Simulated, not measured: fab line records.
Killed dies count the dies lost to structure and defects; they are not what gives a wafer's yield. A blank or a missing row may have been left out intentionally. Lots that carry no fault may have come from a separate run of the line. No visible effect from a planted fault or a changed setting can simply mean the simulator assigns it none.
Which of the tools did it? | flow n5_finfet | 7 lots with 21 wafers sampled at 7 steps, on a route of 1938 steps

WHAT EACH GAUGE READ, for each wafer
N5_MOL_CONTACT_COAG_CD_MEAS_101: target cd 16 nm. Usual: cd_nm 15.9 nm, standard deviation 0.45.
lot  | measured     | on        | cd_nm (nm)     | flag
L258 | day 6 05:53  | cd_sem-03 | 16.3 16.3 16.0 |
L267 | day 8 19:50  | cd_sem-01 | - - -          | OFF
L268 | day 8 20:10  | cd_sem-02 | - - -          | OFF
L271 | day 9 12:31  | cd_sem-01 | 15.7 15.5 15.8 |
L272 | day 9 15:56  | cd_sem-02 | 16.7 17.1 16.5 |
L275 | day 10 15:34 | cd_sem-03 | 15.2 15.9 16.0 |
L276 | day 10 17:40 | cd_sem-03 | 15.5 16.3 15.0 |

N5_BEOL_M4_RC_MEAS_101. Usual: DIBL_N 37.0 mV/V, standard deviation 2.3; DIBL_P 37.3 mV/V, standard deviation 2.8; IOFF_N 0.17 nA/um, standard deviation 0.046; IOFF_P 0.23 nA/um, standard deviation 0.054; ION_N 675 uA/um, standard deviation 14; ION_P 460 uA/um, standard deviation 9.3; SS_N 71.7 mV/dec, standard deviation 0.73; SS_P 73.6 mV/dec, standard deviation 0.95; VT_N 249 mV, standard deviation 3.9; VT_P -250 mV, standard deviation 3.9.
lot  | measured     | on        | DIBL_N (mV/V)  | DIBL_P (mV/V)  | IOFF_N (nA/um) | IOFF_P (nA/um) | ION_N (uA/um) | ION_P (uA/um) | SS_N (mV/dec)  | SS_P (mV/dec)  | VT_N (mV)   | VT_P (mV)      | flag
L258 | day 9 01:54  | prober-01 | 36.7 36.7 36.5 | 38.7 36.8 38.3 | 0.17 0.16 0.16 | 0.26 0.21 0.25 | 681 671 679   | 475 459 473   | 70.8 71.5 71.2 | 74.1 72.5 73.6 | 248 251 251 | -247 -251 -247 |
L271 | day 12 22:21 | prober-02 | 33.5 36.2 37.3 | 30.7 35.0 35.0 | 0.10 0.14 0.16 | 0.13 0.18 0.18 | 640 664 666   | 440 452 448   | 71.0 71.2 72.1 | 72.3 73.1 73.3 | 257 250 250 | -258 -254 -253 |
L272 | day 12 22:43 | prober-01 | 32.3 36.5 32.7 | 33.6 38.5 34.1 | 0.11 0.18 0.12 | 0.14 0.20 0.14 | 657 679 663   | 445 458 449   | 71.2 72.3 71.1 | 72.2 73.7 72.2 | 256 249 254 | -257 -252 -258 |
L275 | day 13 20:28 | prober-01 | 37.8 38.4 40.4 | 36.6 36.6 38.7 | 0.16 0.16 0.22 | 0.20 0.21 0.24 | 677 656 668   | 459 444 451   | 71.3 71.8 72.2 | 73.3 72.9 73.2 | 250 253 247 | -256 -252 -253 |
L276 | day 14 07:43 | prober-02 | 37.7 40.0 35.8 | 38.9 40.9 37.0 | 0.19 0.24 0.15 | 0.28 0.30 0.23 | 670 696 677   | 460 474 471   | 72.9 73.1 71.6 | 73.9 74.6 73.2 | 249 244 250 | -247 -245 -248 |

WHICH TOOL RAN EACH LOT (tool, then ch and the chambers of the sampled wafers, then the start)
lot  | N5_MOL_CONTACT_COAG_ETCHBACK_135   | N5_MOL_CONTACT_COAG_STRIP_119        | N5_MOL_CONTACT_COAG_ETCHBACK_134   | N5_MOL_CONTACT_COAG_VIA_ETCH_117   | N5_MOL_CONTACT_COAG_ETCH_124
L258 | rie_diel-03 ch 1,2, day 6 03:49    | plasma_asher-01 ch 0,1, day 6 04:02  | rie_diel-01 ch 0,1,3, day 6 05:22  | rie_diel-01 ch 0,1,3, day 6 05:32  | rie_diel-01 ch 0,1,3, day 6 05:34
L267 | rie_diel-03 ch 1,3, day 8 17:49    | plasma_asher-02 ch 0,1, day 8 18:02  | rie_diel-01 ch 0,2,3, day 8 19:19  | rie_diel-01 ch 0,2,3, day 8 19:28  | rie_diel-01 ch 0,2,3, day 8 19:30
L268 | rie_diel-01 ch 0,1,3, day 8 18:04  | plasma_asher-01 ch 0,1, day 8 18:17  | rie_diel-01 ch 1,2,3, day 8 19:40  | rie_diel-01 ch 1,2,3, day 8 19:49  | rie_diel-01 ch 1,2,3, day 8 19:50
L271 | rie_diel-01 ch 1,3, day 9 09:53    | plasma_asher-01 ch 0,1, day 9 10:07  | rie_diel-01 ch 0,2, day 9 12:00    | rie_diel-01 ch 0,2, day 9 12:10    | rie_diel-01 ch 0,2, day 9 12:11
L272 | rie_diel-05 ch 1,2,3, day 9 14:02  | plasma_asher-02 ch 0, day 9 14:16    | rie_diel-01 ch 1,3, day 9 15:26    | rie_diel-01 ch 1,3, day 9 15:35    | rie_diel-01 ch 1,3, day 9 15:37
L275 | rie_diel-05 ch 1,2, day 10 13:45   | plasma_asher-02 ch 0,1, day 10 14:04 | rie_diel-01 ch 0,2,3, day 10 15:04 | rie_diel-01 ch 0,2,3, day 10 15:13 | rie_diel-01 ch 0,2,3, day 10 15:15
L276 | rie_diel-03 ch 0,1,3, day 10 16:01 | plasma_asher-02 ch 0,1, day 10 16:14 | rie_diel-01 ch 0,2,3, day 10 17:09 | rie_diel-01 ch 0,2,3, day 10 17:19 | rie_diel-01 ch 0,2,3, day 10 17:20
- N5_MOL_CONTACT_COAG_ETCHBACK_135: etches SiO2 in CHF3, target depth 25 nm, time 16.7 s.
- N5_MOL_CONTACT_COAG_STRIP_119: strips in N2/H2, time 30 s.
- N5_MOL_CONTACT_COAG_ETCHBACK_134: etches SiO2 in CHF3, target depth 10 nm, time 6.7 s.
- N5_MOL_CONTACT_COAG_VIA_ETCH_117: etches SiO2 in C4F6/O2, target depth 40 nm, overetch 8 nm, time 26 s.
- N5_MOL_CONTACT_COAG_ETCH_124: etches SiNx in CH3F/O2, stops on SiOC, target depth 6.5 nm.

AS READ BY THE TOOLS THEMSELVES (means over the sampled wafers that have a number; for cases with no such wafer, the mark the record gives instead)
N5_MOL_CONTACT_COAG_ETCHBACK_135. Usual: drypump_motor_current_A 5.6 A, standard deviation 0.5; oes_product_au 0.76 a.u., standard deviation 0.087; rf_vpp_V 519 V, standard deviation 12; showerhead_plenum_p_Torr 2.38 Torr, standard deviation 0.084; throttle_valve_pct 18.67 %, standard deviation 0.24.
lot  | tool        | drypump_motor_current_A (A) | oes_product_au (a.u.) | rf_vpp_V (V) | showerhead_plenum_p_Torr (Torr) | throttle_valve_pct (%) | flag
L258 | rie_diel-03 | 5.2                         | 0.85                  | 517          | 2.34                            | 18.38                  |
L267 | rie_diel-03 | 5.7                         | 0.84                  | 516          | 2.31                            | 18.48                  |
L268 | rie_diel-01 | 5.9                         | 0.76                  | 535          | 2.41                            | 18.58                  |
L271 | rie_diel-01 | 5.8                         | 0.77                  | 535          | 2.40                            | 18.63                  |
L272 | rie_diel-05 | 5.5                         | 0.70                  | 512          | 2.36                            | 18.88                  |
L275 | rie_diel-05 | 5.7                         | 0.70                  | 509          | 2.32                            | 18.93                  |
L276 | rie_diel-03 | 5.7                         | 0.81                  | 521          | 2.39                            | 18.62                  |

N5_MOL_CONTACT_COAG_STRIP_119. Usual: drypump_motor_current_A 5.87 A, standard deviation 0.16; heater_power_w 349 W, standard deviation 52.
lot  | tool            | drypump_motor_current_A (A) | heater_power_w (W) | flag
L258 | plasma_asher-01 | 5.96                        | 322                |
L267 | plasma_asher-02 | 5.76                        | 335                |
L268 | plasma_asher-01 | 5.99                        | 315                |
L271 | plasma_asher-01 | 5.98                        | 319                |
L272 | plasma_asher-02 | 5.63                        | 310                |
L275 | plasma_asher-02 | 5.76                        | 337                |
L276 | plasma_asher-02 | 5.72                        | 335                |

N5_MOL_CONTACT_COAG_ETCHBACK_134. Usual: drypump_motor_current_A 5.6 A, standard deviation 0.48; oes_product_au 0.78 a.u., standard deviation 0.093; rf_vpp_V 523 V, standard deviation 11; showerhead_plenum_p_Torr 2.39 Torr, standard deviation 0.087; throttle_valve_pct 18.62 %, standard deviation 0.25.
lot  | tool        | drypump_motor_current_A (A) | oes_product_au (a.u.) | rf_vpp_V (V) | showerhead_plenum_p_Torr (Torr) | throttle_valve_pct (%) | flag
L258 | rie_diel-01 | 5.9                         | 0.70                  | 536          | 2.42                            | 18.72                  |
L267 | rie_diel-01 | 5.7                         | 0.84                  | 527          | 2.43                            | 18.43                  |
L268 | rie_diel-01 | 5.7                         | 0.84                  | 530          | 2.43                            | 18.44                  |
L271 | rie_diel-01 | 5.7                         | 0.84                  | 525          | 2.49                            | 18.43                  |
L272 | rie_diel-01 | 5.8                         | 0.83                  | 533          | 2.37                            | 18.45                  |
L275 | rie_diel-01 | 5.8                         | 0.81                  | 527          | 2.42                            | 18.44                  |
L276 | rie_diel-01 | 5.7                         | 0.81                  | 528          | 2.42                            | 18.45                  |

N5_MOL_CONTACT_COAG_VIA_ETCH_117. Usual: C4F6_flow_sccm 10.00 sccm, standard deviation 0.033; O2_flow_sccm 10.000 sccm, standard deviation 0.029; drypump_motor_current_A 5.6 A, standard deviation 0.48; oes_product_au 0.70 a.u., standard deviation 0.081; rf_vpp_V 1585 V, standard deviation 30; showerhead_plenum_p_Torr 2.86 Torr, standard deviation 0.11; throttle_valve_pct 40.9 %, standard deviation 0.69.
lot  | tool        | C4F6_flow_sccm (sccm) | O2_flow_sccm (sccm) | drypump_motor_current_A (A) | oes_product_au (a.u.) | rf_vpp_V (V) | showerhead_plenum_p_Torr (Torr) | throttle_valve_pct (%) | flag
L258 | rie_diel-01 | 9.97                  | 9.986               | 5.9                         | 0.63                  | 1618         | 2.88                            | 40.6                   |
L267 | rie_diel-01 | -                     | -                   | -                           | -                     | -            | -                               | -                      | OFF
L268 | rie_diel-01 | -                     | -                   | -                           | -                     | -            | -                               | -                      | OFF
L271 | rie_diel-01 | 10.03                 | 10.031              | 5.7                         | 0.75                  | 1590         | 2.97                            | 40.7                   |
L272 | rie_diel-01 | 9.99                  | 9.995               | 5.8                         | 0.76                  | 1613         | 2.82                            | 40.2                   |
L275 | rie_diel-01 | 10.00                 | 10.029              | 5.8                         | 0.74                  | 1599         | 2.89                            | 40.4                   |
L276 | rie_diel-01 | 9.99                  | 9.999               | 5.7                         | 0.74                  | 1598         | 2.89                            | 40.5                   |

N5_MOL_CONTACT_COAG_ETCH_124. Usual: CH3F_flow_sccm 30.01 sccm, standard deviation 0.085; O2_flow_sccm 20.00 sccm, standard deviation 0.055; drypump_motor_current_A 5.6 A, standard deviation 0.48; oes_product_au 0.67 a.u., standard deviation 0.078; rf_vpp_V 297 V, standard deviation 5.9; showerhead_plenum_p_Torr 2.01 Torr, standard deviation 0.078; throttle_valve_pct 16.24 %, standard deviation 0.25.
lot  | tool        | CH3F_flow_sccm (sccm) | O2_flow_sccm (sccm) | drypump_motor_current_A (A) | oes_product_au (a.u.) | rf_vpp_V (V) | showerhead_plenum_p_Torr (Torr) | throttle_valve_pct (%) | flag
L258 | rie_diel-01 | 30.05                 | 20.01               | 5.9                         | 0.60                  | 303          | 2.03                            | 16.35                  |
L267 | rie_diel-01 | 30.00                 | 19.99               | 5.8                         | 0.31                  | 300          | 2.05                            | 16.04                  | OFF
L268 | rie_diel-01 | 30.00                 | 20.01               | 5.7                         | 0.32                  | 301          | 2.05                            | 16.04                  | OFF
L271 | rie_diel-01 | 29.99                 | 19.97               | 5.7                         | 0.71                  | 299          | 2.11                            | 16.07                  |
L272 | rie_diel-01 | 30.01                 | 19.97               | 5.8                         | 0.72                  | 302          | 1.99                            | 16.06                  |
L275 | rie_diel-01 | 29.97                 | 20.01               | 5.7                         | 0.71                  | 299          | 2.04                            | 16.08                  |
L276 | rie_diel-01 | 30.06                 | 19.97               | 5.7                         | 0.70                  | 300          | 2.04                            | 16.08                  |

THE ANSWER, worked out from the rows above alone
Rule: take the mean of a lot's wafers that have a number; if it is more than 3 standard deviations from the usual mean, the lot is off. A lot without any number at a reading at which 4 lots or more have one is off too. Where the step has rows for the other lots, those lots are counted as sound. After the gauges, taken in route order, come the tools' own readings; for these a lot's mean is taken, as printed above. At the first step where some lot is off, the reading lying furthest off is the one used; lots without a number count as furthest.
Off, at N5_MOL_CONTACT_COAG_CD_MEAS_101 on cd_nm: L267, L268. Without a number there: L267, L268.
If a tool, at a process step before that reading, ran all the lots that are off and no sound lot after the first of them, it fits. Not tried: the gauges at N5_MOL_CONTACT_COAG_CD_MEAS_101; whatever is off there is also off at N5_MOL_CONTACT_COAG_VIA_ETCH_117, on other tools, and gauge error can't account for it. None of those tried fits.

WHAT WAS PUT IN BY THE SIMULATOR
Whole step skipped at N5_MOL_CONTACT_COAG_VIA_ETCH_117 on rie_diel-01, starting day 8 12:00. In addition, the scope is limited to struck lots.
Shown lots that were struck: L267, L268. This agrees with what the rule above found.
